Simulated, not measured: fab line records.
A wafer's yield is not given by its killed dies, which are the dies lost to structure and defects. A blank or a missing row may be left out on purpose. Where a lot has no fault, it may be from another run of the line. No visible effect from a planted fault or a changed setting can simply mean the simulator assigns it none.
fab line records | flow n5-finfet | part 1 of 2: steps 1 to 21 of 29
record lots=5 wafers=15 last-day=15
route steps=1938 shown BEOL_M9@1446 BEOL_M10@1470
lots that met no fault: taken from a fault-free run of the same line
start-h: the number of hours between the record's first day and the start of the first shown wafer of the lot | wait-h: how many hours have passed since the lot's step before this one | " same as the row above | L1.1+2: a row that stands for several wafers | - no value present, or no start provided | * or withheld: withheld | < > ~ a bound
route shown NAME@n: NAME is a module with steps in the file, n the number in the route of the first one | usual: average and standard deviation across the fault-free wafers | same: alike in all rows | chamber/n: place in a boat | sites: each site's reading | _std_site: the standard deviation of these | _edge_site: the outer-site mean with the inner-site mean subtracted | radius-mm: for every site, how far away it sits from the centre of the wafer | mask NAME#n: copy n | behind: tool/chamber where the wafer was last shaped | hold: why the lot was held/for how many hours/how that ended | device: transistor that didn't switch, given as n, p or np | end of line: the route-end tests of the same wafers | step lacking rows: just its recipe | killed: count of dies lost to structure and defects at first sort (not the wafer's yield) | map: dies across one wafer; x = killed, . = not, _ = none there
set.NAME: the run value of the setting; set.NAME@STEP: its run value at that earlier step | model.NAME: the simulator's own value behind a step, which no gauge read
lots at some steps of the route; a table a step, a row a wafer
services: a tool's chamber out of use, with start hour (start-h, from the record's first day; less than 0 if before it), hours out, and reason
## steps
# step N5_BEOL_M9_TRENCH_ETCH_37
# recipe chemistry=C4F6/O2 target-depth-a=1514.3 target=SiCOH_lowk time-s=49 ion-energy-ev=250 pressure-mtorr=30 source-w=345 bias-w=185 Ar_flow_sccm=300 C4F6_flow_sccm=10 O2_flow_sccm=10
# usual bias-w=185.0/0.59 drypump-motor-current-A=5.84/0.22 oes-product-au=0.79/0.089 rf-vpp-V=661/13 showerhead-plenum-p-Torr=2.85/0.11 throttle-valve-pct=21.05/0.22
# columns lot.wafer tool chamber start-h wait-h bias-w drypump-motor-current-A oes-product-au rf-hours-counter-h rf-vpp-V showerhead-plenum-p-Torr throttle-valve-pct
L077.1 rie-diel-05 2 - - 185.4 5.79 0.87 70 643 3.02 21.19
L077.5 " 0 " " 184.3 5.80 0.68 - 658 2.81 21.38
L077.6 " 2 " " 185.4 5.82 0.85 - 643 3.02 21.18
L079.3 rie-diel-05 2 - - 185.9 5.80 0.85 73 642 3.02 21.18
L079.5 " 0 " " 185.2 5.82 0.67 - 657 2.81 21.37
L079.6 " 2 " " 184.4 5.82 0.84 - 643 3.02 21.18
L085.1 rie-diel-03 1 - - 185.0 5.63 0.72 205 656 2.73 21.13
L085.4 " 3 " " 184.5 5.77 0.90 26 682 3.03 20.72
L085.5 " 0 " " 184.3 6.28 0.70 - 683 2.81 21.22
L087.3 rie-diel-05 1 - - 185.3 5.67 0.94 19 649 2.81 20.72
L087.4 " 2 " " 184.2 5.78 0.83 93 642 3.01 21.21
L087.6 " 1 " " 185.5 5.66 0.94 - 650 2.81 20.71
L090.1 rie-diel-05 0 - - 185.4 5.82 0.92 12 658 2.80 21.04
L090.3 " 2 " " 185.3 5.81 0.82 98 643 3.01 21.23
L090.4 " 1 " " 184.0 5.70 0.92 22 651 2.81 20.71
# step N5_BEOL_M9_ETCH_41
# recipe chemistry=CH3F/O2 target=SiCN target-depth-a=366 taper-deg=2 time-s=70.1 ion-energy-ev=120 mask-material=TiN pressure-mtorr=30 source-w=395 bias-w=75 Ar_flow_sccm=150 CH3F_flow_sccm=30 O2_flow_sccm=20
# usual bias-w=75.02/0.24 drypump-motor-current-A=5.84/0.21 oes-product-au=0.79/0.09 rf-vpp-V=297.2/1.9 showerhead-plenum-p-Torr=2.00/0.084 throttle-valve-pct=16.41/0.24
# columns lot.wafer tool chamber start-h wait-h bias-w drypump-motor-current-A oes-product-au rf-hours-counter-h rf-vpp-V showerhead-plenum-p-Torr throttle-valve-pct
L077.1 rie-diel-05 2 - - 74.96 5.81 0.84 70 300.0 2.13 16.47
L077.5 " 0 " " 75.39 5.80 0.68 - 296.2 1.97 16.78
L077.6 " 2 " " 74.84 5.80 0.85 - 298.7 2.13 16.47
L079.3 rie-diel-05 2 - - 75.11 5.83 0.84 73 300.4 2.13 16.48
L079.5 " 0 " " 74.85 5.83 0.68 - 296.1 1.97 16.78
L079.6 " 2 " " 74.93 5.80 0.86 - 299.8 2.13 16.48
L085.1 rie-diel-03 1 - - 75.55 5.59 0.72 205 295.3 1.91 16.50
L085.4 " 3 " " 75.50 5.80 0.90 26 299.1 2.14 16.05
L085.5 " 0 " " 75.59 6.27 0.70 - 296.6 1.98 16.60
L087.3 rie-diel-05 1 - - 74.75 5.66 0.92 19 297.2 1.97 16.02
L087.4 " 2 " " 74.79 5.82 0.83 93 299.0 2.12 16.51
L087.6 " 1 " " 75.32 5.65 0.92 - 296.4 1.97 16.03
L090.1 rie-diel-05 0 - - 75.63 5.81 0.93 12 296.9 1.96 16.34
L090.3 " 2 " " 75.39 5.81 0.83 98 300.5 2.12 16.53
L090.4 " 1 " " 74.66 5.67 0.93 22 296.4 1.97 16.04
# step N5_BEOL_M9_STRIP_80
# recipe chemistry=N2/H2 time-s=10 power-w=450 temp-c=40 pressure-mtorr=20 rf-frequency-hz=6e+07 bias-power-w=7 n2-flow-sccm=200 h2-flow-sccm=200
# usual drypump-motor-current-A=5.85/0.22 h2-flow-sccm=200.0/0.61 oes-product-au=0.80/0.089 rf-vpp-V=59.1/0.87 showerhead-plenum-p-Torr=2.53/0.11 throttle-valve-pct=23.75/0.27
# columns lot.wafer tool chamber start-h wait-h drypump-motor-current-A h2-flow-sccm oes-product-au rf-hours-counter-h rf-vpp-V showerhead-plenum-p-Torr throttle-valve-pct
L077.1 rie-diel-05 2 - - 5.82 200.2 0.86 70 60.4 2.69 23.95
L077.5 " 0 " " 5.82 200.7 0.67 - 59.2 2.50 24.05
L077.6 " 2 " " 5.83 200.9 0.85 - 59.3 2.69 23.95
L079.3 rie-diel-05 2 - - 5.80 199.8 0.85 73 60.3 2.69 23.96
L079.5 " 0 " " 5.83 199.7 0.67 - 59.4 2.50 24.07
L079.6 " 2 " " 5.81 199.6 0.85 - 60.6 2.69 23.95
L085.1 rie-diel-03 1 - - 5.56 199.4 0.73 205 58.8 2.42 24.14
L085.4 " 3 " " 5.82 199.8 0.89 26 59.1 2.70 23.32
L085.5 " 0 " " 6.32 199.8 0.71 - 58.2 2.51 24.03
L087.3 rie-diel-05 1 - - 5.68 201.4 0.93 19 60.1 2.49 23.55
L087.4 " 2 " " 5.83 199.1 0.83 93 59.9 2.68 23.99
L087.6 " 1 " " 5.69 200.8 0.94 - 59.0 2.49 23.55
L090.1 rie-diel-05 0 - - 5.82 200.6 0.92 12 57.0 2.49 23.77
L090.3 " 2 " " 5.81 199.6 0.82 98 61.4 2.68 24.00
L090.4 " 1 " " 5.67 200.5 0.92 22 58.2 2.49 23.56
# step N5_BEOL_M9_OCD_MEAS_38
# usual trench-depth-nm=151.5/2.1
# columns lot.wafer tool chamber start-h wait-h trench-depth-nm
L077.1 ocd-01 - 222.24 - 154.4
L077.5 " - " " 149.4
L077.6 " - " " 153.2
L079.3 ocd-01 - 228.61 - 154.7
L079.5 " - " " 148.9
L079.6 " - " " 152.3
L085.1 ocd-01 - 276.70 - 149.7
L085.4 " - " " 151.7
L085.5 " - " " 150.3
L087.3 ocd-02 - 286.53 - 153.7
L087.4 " - " " 155.1
L087.6 " - " " 154.8
L090.1 ocd-01 - 309.58 - 153.3
L090.3 " - " " 153.6
L090.4 " - " " 152.6
# step N5_BEOL_M9_HM_STRIP_39
# recipe chemistry=peroxide-tin-strip material=TiN target-depth-a=250 temp-c=50 time-s=158
# columns lot.wafer tool chamber start-h wait-h
L077.1+5+6 wet-bench-04 5,7,1 222.28 0.0
L079.3+5+6 wet-bench-06 4,6,0 228.63 0.0
L085.1+4+5 wet-bench-02 7,5,3 276.73 0.0
L087.3+4+6 wet-bench-02 7,3,6 286.56 0.0
L090.1+3+4 wet-bench-06 2,3,0 309.61 0.0
# step N5_BEOL_M9_SRD_40
# recipe time-s=30 temp-c=23 rinse-liquid=diw dry=ipa-marangoni
# columns lot.wafer tool chamber start-h wait-h
L077.1+5+6 wet-bench-04 5,7,1 222.32 0.0
L079.3+5+6 wet-bench-06 4,6,0 228.73 0.0
L085.1+4+5 wet-bench-02 7,5,3 276.77 0.0
L087.3+4+6 wet-bench-02 7,3,6 286.61 0.0
L090.1+3+4 wet-bench-06 2,3,0 309.66 0.0
# step N5_BEOL_M9_PRECLEAN_42
# recipe chemistry=residue-remover time-s=60 temp-c=40
# columns lot.wafer tool chamber start-h wait-h
L077.1+5+6 wet-bench-04 5,7,1 222.34 0.0
L079.3+5+6 wet-bench-06 4,6,0 228.76 0.0
L085.1+4+5 wet-bench-02 7,5,3 276.79 0.0
L087.3+4+6 wet-bench-02 7,3,6 286.63 0.0
L090.1+3+4 wet-bench-06 2,3,0 309.67 0.0
# step N5_BEOL_M9_SRD_43
# recipe time-s=30 temp-c=23 rinse-liquid=diw dry=ipa-marangoni
# columns lot.wafer tool chamber start-h wait-h
L077.1+5+6 wet-bench-04 5,7,1 222.36 0.0
L079.3+5+6 wet-bench-06 4,6,0 228.79 0.0
L085.1+4+5 wet-bench-02 7,5,3 276.81 0.0
L087.3+4+6 wet-bench-02 7,3,6 286.65 0.0
L090.1+3+4 wet-bench-06 2,3,0 309.69 0.0
# step N5_BEOL_M9_CD_MEAS_35
# recipe target-cd-nm=70 target-cd-y-nm=40 polarity=opening
# usual cd-nm=69.9/0.7
# columns lot.wafer tool chamber start-h wait-h cd-nm
L077.1 cd-sem-02 - 222.40 0.0 70.8
L077.5 " - " " 70.6
L077.6 " - " " 69.9
L079.3 cd-sem-01 - 228.85 0.0 69.4
L079.5 " - " " 70.1
L079.6 " - " " 69.0
L085.1 cd-sem-01 - 276.85 0.0 69.9
L085.4 " - " " 70.5
L085.5 " - " " 70.2
L087.3 cd-sem-01 - 286.69 0.0 70.9
L087.4 " - " " 69.6
L087.6 " - " " 69.5
L090.1 cd-sem-03 - 309.73 0.0 70.4
L090.3 " - " " 69.7
L090.4 " - " " 69.6
# step N5_BEOL_M9_CURE_72
# recipe temp-c=370 time-s=120 ambient=DMADMS/He material=SiCOH_lowk
# usual lamp-power-pct=52.31/0.059 wafer_temp_C_max=371.9/0.57
# columns lot.wafer tool chamber start-h wait-h lamp-power-pct wafer_temp_C_max
L077.1 uv-cure-03 1 222.44 0.0 52.33 373.4
L077.5 " 1 " " 52.17 373.1
L077.6 " 1 " " 52.32 372.2
L079.3 uv-cure-01 2 228.99 0.1 52.27 372.6
L079.5 " 2 " " 52.24 371.5
L079.6 " 2 " " 52.29 371.9
L085.1 uv-cure-01 2 276.89 0.0 52.32 371.6
L085.4 " 2 " " 52.27 371.7
L085.5 " 2 " " 52.36 371.6
L087.3 uv-cure-01 1 286.83 0.1 52.33 372.0
L087.4 " 1 " " 52.19 372.2
L087.6 " 1 " " 52.19 371.9
L090.1 uv-cure-03 2 309.77 0.0 52.36 371.6
L090.3 " 2 " " 52.38 371.3
L090.4 " 2 " " 52.32 370.6
# step N5_BEOL_M9_DEGAS_44
# recipe ambient=vacuum temp-c=250 time-s=60
# usual heater-power-w=313/35 susceptor-temp-C=250.01/0.18
# columns lot.wafer tool chamber start-h wait-h heater-power-w susceptor-temp-C
L077.1 pvd-sputter-03 - 223.42 0.9 330 249.88
L077.5 " - " " 315 250.17
L077.6 " - " " 298 249.81
L079.3 pvd-sputter-02 - 229.93 0.9 391 250.06
L079.5 " - " " 394 249.91
L079.6 " - " " 291 249.87
L085.1 pvd-sputter-01 - 278.08 1.1 357 250.33
L085.4 " - " " 267 249.81
L085.5 " - " " 273 250.15
L087.3 pvd-sputter-01 - 287.32 0.4 278 250.04
L087.4 " - " " 353 250.02
L087.6 " - " " 350 249.99
L090.1 pvd-sputter-03 - 310.99 1.0 311 250.04
L090.3 " - " " 342 249.90
L090.4 " - " " 304 250.21
# step N5_BEOL_M9_PRE_CLEAN_45
# recipe gas=H2/He time-s=30 temp-c=250
# usual heater-power-w=314/35 susceptor-temp-C=249.99/0.15
# columns lot.wafer tool chamber start-h wait-h heater-power-w susceptor-temp-C
L077.1 pvd-sputter-03 - 223.46 0.0 324 249.93
L077.5 " - " " 312 250.01
L077.6 " - " " 299 250.16
L079.3 pvd-sputter-02 - 229.97 0.0 386 250.21
L079.5 " - " " 387 250.16
L079.6 " - " " 294 249.94
L085.1 pvd-sputter-01 - 278.12 0.0 349 250.05
L085.4 " - " " 263 250.09
L085.5 " - " " 279 249.77
L087.3 pvd-sputter-01 - 287.36 0.0 277 250.24
L087.4 " - " " 347 249.79
L087.6 " - " " 348 249.87
L090.1 pvd-sputter-03 - 311.03 0.0 317 250.16
L090.3 " - " " 336 250.21
L090.4 " - " " 310 250.07
# step N5_BEOL_M9_ALD_74
# recipe material=TaN target-thk-a=20 temp-c=275 ald-precursor-family=PDMAT ald-co-reactant=NH3 pressure-torr=3 carrier-flow-sccm=1500 pulse-time-s=2 purge-time-s=3 co-reactant-purge-time-s=2 co-reactant-pulse-time-s=3 ald-cycles=40 precursor-vessel-temp-c=75 precursor-vessel-pressure-torr=26.25 precursor-vessel-carrier-sccm=1000
# usual heater-power-w=388/23 precursor-vessel-carrier-sccm=999.7/2.6 precursor-vessel-pressure-torr=26.25/0.055 susceptor-temp-C=275.02/0.2
# columns lot.wafer tool chamber start-h wait-h heater-power-w precursor-vessel-carrier-sccm precursor-vessel-pressure-torr susceptor-temp-C
L077.1 ald-metal-04 3 223.52 0.0 373 1002.6 26.14 274.87
L077.5 " 0 " " 391 996.3 26.33 275.16
L077.6 " 3 " " 379 997.7 26.24 275.05
L079.3 ald-metal-04 2 230.07 0.1 412 1006.8 26.28 275.08
L079.5 " 0 " " 384 1000.6 26.30 275.05
L079.6 " 1 " " 370 1000.1 26.34 274.72
L085.1 ald-metal-04 2 278.41 0.3 416 1003.5 26.27 274.91
L085.4 " 0 " " 392 998.4 26.15 274.97
L085.5 " 3 " " 383 1002.5 26.22 275.13
L087.3 ald-metal-04 3 287.61 0.2 372 1001.7 26.29 275.20
L087.4 " 1 " " 382 997.9 26.36 275.10
L087.6 " 3 " " 393 1000.3 26.28 275.05
L090.1 ald-metal-02 0 311.24 0.2 385 1000.7 26.18 275.21
L090.3 " 1 " " 405 996.7 26.19 275.12
L090.4 " 2 " " 391 996.9 26.24 274.98
# step N5_BEOL_M9_SURFACE_TREAT_79
# recipe gas=Ar time-s=* ion-energy-ev=* ion-current-ma-cm2=0.5 pressure-mtorr=* ar-flow-sccm=30
# usual throttle-valve-pct=*
# columns lot.wafer tool chamber start-h wait-h throttle-valve-pct
L077.1 pvd-sputter-01 - 223.80 0.2 *
L077.5 " - " " *
L077.6 " - " " *
L079.3 pvd-sputter-02 - 230.37 0.2 *
L079.5 " - " " *
L079.6 " - " " *
L085.1 pvd-sputter-01 - 280.32 1.8 *
L085.4 " - " " *
L085.5 " - " " *
L087.3 pvd-sputter-01 - 287.90 0.2 *
L087.4 " - " " *
L087.6 " - " " *
L090.1 pvd-sputter-03 - 311.61 0.2 *
L090.3 " - " " *
L090.4 " - " " *
# step N5_BEOL_M9_CVD_78
# recipe material=Co target-thk-a=20 temp-c=withheld precursor=CCTBA/H2 pressure-torr=30 time-s=138.9
# columns lot.wafer tool chamber start-h wait-h
L077.1+5+6 cvd-co-02 2,1,0 223.93 0.1
L079.3+5+6 cvd-co-01 1,0,2 230.44 0.1
L085.1+4+5 cvd-co-02 0,2,0 280.61 0.3
L087.3+4+6 cvd-co-01 0,0,1 288.11 0.2
L090.1+3+4 cvd-co-01 0,2,2 311.84 0.2
# step N5_BEOL_M9_SPUTTER_48
# recipe material=Cu target-thk-a=120 temp-c=-20 bias-v=60 power-w=26000 chamber-pressure-pa=0.13 time-s=2
# usual chuck-sensor-temp-C=-16.1/0.45 substrate-temp-c=-20.00/0.1 susceptor-temp-C=-20.01/0.12 throttle-valve-pct=30.0/0.69
# columns lot.wafer tool chamber start-h wait-h chuck-sensor-temp-C substrate-temp-c susceptor-temp-C throttle-valve-pct
L077.1 pvd-sputter-01 - 224.08 0.1 -16.6 -19.99 -19.90 29.6
L077.5 " - " " -16.7 -19.98 -19.96 30.2
L077.6 " - " " -15.6 -19.97 -20.13 30.7
L079.3 pvd-sputter-03 - 230.55 0.1 -15.7 -19.87 -20.11 31.2
L079.5 " - " " -15.2 -20.08 -19.98 30.4
L079.6 " - " " -16.1 -19.80 -20.13 29.1
L085.1 pvd-sputter-02 - 280.74 0.1 -16.6 -20.04 -20.13 31.4
L085.4 " - " " -15.7 -19.95 -19.97 29.3
L085.5 " - " " -15.8 -20.24 -20.02 30.8
L087.3 pvd-sputter-03 - 289.93 1.8 -15.6 -19.92 -20.12 31.3
L087.4 " - " " -15.3 -20.00 -20.04 30.5
L087.6 " - " " -15.6 -19.94 -20.04 31.1
L090.1 pvd-sputter-01 - 312.10 0.2 -16.9 -19.87 -20.04 30.1
L090.3 " - " " -15.7 -20.14 -19.91 30.4
L090.4 " - " " -16.7 -19.93 -20.02 30.1
# step N5_BEOL_M9_ECD_50
# recipe material=Cu target-thk-a=3180
# columns lot.wafer tool chamber start-h wait-h
L077.1+5+6 ecd-cu-02 1,0,1 224.20 0.1
L079.3+5+6 ecd-cu-02 1,1,0 230.70 0.1
L085.1+4+5 ecd-cu-02 0,1,0 280.86 0.1
L087.3+4+6 ecd-cu-01 0,1,1 290.08 0.1
L090.1+3+4 ecd-cu-01 1,0,1 312.22 0.1
# step N5_BEOL_M9_ANNEAL_51
# recipe temp-c=225 time-s=90 ambient=N2
# usual anneal-temp-c-max=225.9/0.37 wafer_temp_C_max=226.14/0.3
# columns lot.wafer tool chamber start-h wait-h anneal-temp-c-max wafer_temp_C_max
L077.1 rtp-anneal-01 0 224.31 0.1 225.3 226.57
L077.5 " 0 " " 225.5 226.57
L077.6 " 0 " " 225.6 226.14
L079.3 rtp-anneal-01 0 230.87 0.1 225.4 226.27
L079.5 " 0 " " 225.9 226.00
L079.6 " 0 " " 225.4 226.15
L085.1 rtp-anneal-02 0 280.97 0.1 226.7 225.75
L085.4 " 0 " " 226.3 225.97
L085.5 " 0 " " 226.4 226.44
L087.3 rtp-anneal-02 0 290.38 0.3 226.4 226.24
L087.4 " 0 " " 226.5 225.55
L087.6 " 0 " " 226.4 226.11
L090.1 rtp-anneal-01 0 313.01 0.8 225.6 225.71
L090.3 " 0 " " 225.6 225.91
L090.4 " 0 " " 225.6 225.75
# step N5_BEOL_M9_CMP_52
# recipe stop-on=SiCOH_lowk t-overpolish-s=7 down-force-psi=1 platen-rpm=50 clearing-platen-down-force-psi=1.5 clearing-platen-rpm=50 post-cmp-clean=cu-alkaline target-thk-nm=140 clearing-platen-pad-velocity-m-s=0.99484 pad-velocity-m-s=0.99484
# usual barrier-field-endpoint-s=29.1/0.73 motor-current-A=6.4/0.64 overpolish-run-s=6.999/0.0091 retaining-ring-pressure-frac=1.000/0.005 time-to-endpoint-s=67.4/2.8
# columns lot.wafer tool chamber start-h wait-h barrier-field-endpoint-s motor-current-A overpolish-run-s retaining-ring-pressure-frac time-to-endpoint-s
L077.1 cmp-02 0 224.68 0.3 28.2 6.7 6.994 0.992 65.9
L077.6 " 2 " " 30.4 7.6 6.996 0.998 73.9
L077.5 " 3 " " 29.5 5.3 6.986 0.998 68.0
L079.3 cmp-03 1 231.09 0.2 28.4 5.8 7.024 1.006 63.8
L079.5 " 1 " " 28.1 6.2 7.005 1.009 64.2
L079.6 " 2 " " 29.2 7.3 7.016 1.006 67.5
L085.4 cmp-03 3 281.32 0.2 29.3 6.4 6.996 1.002 66.9
L085.1 " 0 " " 28.6 6.4 6.995 0.992 67.8
L085.5 " 3 " " 28.4 6.0 6.998 1.003 67.7
L087.4 cmp-02 0 290.58 0.1 28.2 6.8 7.002 1.006 67.0
L087.3 " 3 " " 29.1 5.7 6.994 1.015 69.5
L087.6 " 0 " " 29.5 6.6 6.997 0.999 68.5
L090.3 cmp-01 0 313.36 0.2 29.0 5.7 7.004 1.002 67.1
L090.4 " 1 " " 28.8 5.9 6.984 0.991 64.2
L090.1 " 2 " " 29.6 5.0 6.995 1.002 69.5
# step N5_BEOL_M9_THK_MEAS_53
# recipe thk-meas-gauge=xrf reads=Cu_of_BEOL_M9_ECD_50
# usual M9_THK=138.1/2.5
# columns lot.wafer tool chamber start-h wait-h M9_THK[nm]
L077.1 film-metro-02 - 224.91 - 140.4
L077.5 " - " " 137.7
L077.6 " - " " 141.3
L079.3 film-metro-02 - 231.39 - 141.8
L079.5 " - " " 138.5
L079.6 " - " " 140.3
L085.1 film-metro-02 - 281.58 - 137.0
L085.4 " - " " 138.5
L085.5 " - " " 137.1
L087.3 film-metro-02 - 290.88 - 140.1
L087.4 " - " " 141.1
L087.6 " - " " 140.9
L090.1 film-metro-02 - 313.61 - 141.6
L090.3 " - " " 138.5
L090.4 " - " " 139.3
# step N5_BEOL_M9_PRE_CLEAN_55
# recipe gas=NH3 time-s=15 temp-c=withheld rf-power-w=300
# columns lot.wafer tool chamber start-h wait-h
L077.1+5+6 pecvd-01 0,1,0 224.95 0.0
L079.3+5+6 pecvd-04 1,2,1 231.42 0.0
L085.1+4+5 pecvd-01 2 281.61 0.0
L087.3+4+6 pecvd-03 0,2,0 290.92 0.0
L090.1+3+4 pecvd-03 2,1,1 313.65 0.0
